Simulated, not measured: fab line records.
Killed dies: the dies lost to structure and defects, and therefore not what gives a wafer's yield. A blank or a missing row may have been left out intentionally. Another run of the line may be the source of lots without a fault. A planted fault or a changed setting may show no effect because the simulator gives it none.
Problem report, 8D (eight disciplines) form, completed by code	flow nand-harc	the parts of the form that need people (team, actions taken, sign-off) are left out

1. WHAT WENT WRONG
Mean of cd-nm at NHARC_A_CONTACT_CD_MEAS_42: 208.6 nm across 9 wafers in 3 lots; on wafers with no fault it is 199.7 nm (standard deviation 0.49). That is +18 standard deviations from the usual mean.
The step: target cd 200 nm.
First seen on wafer L679.1, day 20 12:53, on cd-sem-02. The record holds 33 wafers of 11 lots with a number at this step. The rule behind "out" and "out of limits": a value lying over 4 standard deviations away from the usual mean. All remaining wafers that have a number are taken as sound.

2. WHAT THIS IS AND IS NOT
question	is	is not
which readings at this step	cd-nm	-
which lots	L679, L680, L681	L663, L669, L670, L672, L673, L684, L685, L686
which wafers of those lots	all that have a number	-
read on which gauges	cd-sem-02, cd-sem-03	cd-sem-01
when	from day 20 12:53	up to then (15 sound wafers); but 9 sound wafers of L684, L685, L686 came after

3. SUSPECTS, AND WHAT RULES EACH OUT
Counting: any tool at a process step up to the reading is kept as a suspect provided that every lot that is out went through it and no sound lot did after the first of them.
- ruled out: the gauge at NHARC_A_CONTACT_CD_MEAS_42. The wafers that are out were read on 2 gauges (cd-sem-02, cd-sem-03).
- arfi-scanner-03 at NHARC_A_CONTACT_EXPOSE_39 (exposes mask A CC 3): kept. It ran every lot that is out, first L679 (day 20 12:45), and no sound lot after that; its last sound lot up to then is L670 (day 17 17:31). Out on those wafers are its own readings of exposure-dose-mJ-cm2.
Left after counting: arfi-scanner-03 at NHARC_A_CONTACT_EXPOSE_39.

4. THE CAUSE (what the simulator had put in)
Drift in process parameters on arfi-scanner-03 at NHARC_A_CONTACT_EXPOSE_39, starting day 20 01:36. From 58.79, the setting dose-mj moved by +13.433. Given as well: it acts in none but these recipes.
Counting left only this tool.

5. SEQUENCE OF EFFECTS, ordered by route
Rows list readings where the struck wafers' mean (over those with a number) sits beyond 3 standard deviations from the usual. Only readings whose record carries a usual standard deviation are examined. hours: median over the lots of the time between each lot's start at the first step of this table that gives one and its start at this step. sigmas: the change, counted in usual standard deviations.
hours	step	reading	usual	on struck wafers	change	sigmas
0	NHARC_A_CONTACT_EXPOSE_39	exposure-dose-mJ-cm2	58.78	69.74	+10.96	+99 or more
0	NHARC_A_CONTACT_CD_MEAS_42	cd-nm	199.7 nm	208.6	+8.9	+18
Here are the process steps it includes:
- NHARC_A_CONTACT_EXPOSE_39: exposes mask A CC 3.
Later measuring or inspecting steps at which every struck wafer that the step has a row for has a number for every such reading, and none has moved that far: NHARC_END_SORT_01.

6. WHAT WOULD HAVE CAUGHT IT SOONER
11 hours passed between the start of the fault at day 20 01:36 and the first reading out of limits at a measuring or inspecting step in this record, taken at day 20 12:53.
Tool's own readings at NHARC_A_CONTACT_EXPOSE_39, exposure-dose-mJ-cm2: out on all struck wafers the step has rows for; an alarm limit on them would have tripped on the first.
Lots out: 3; of these, L680, L681 started NHARC_A_CONTACT_EXPOSE_39 on arfi-scanner-03 after day 20 12:53. A hold on the tool at that time would have spared those 2.
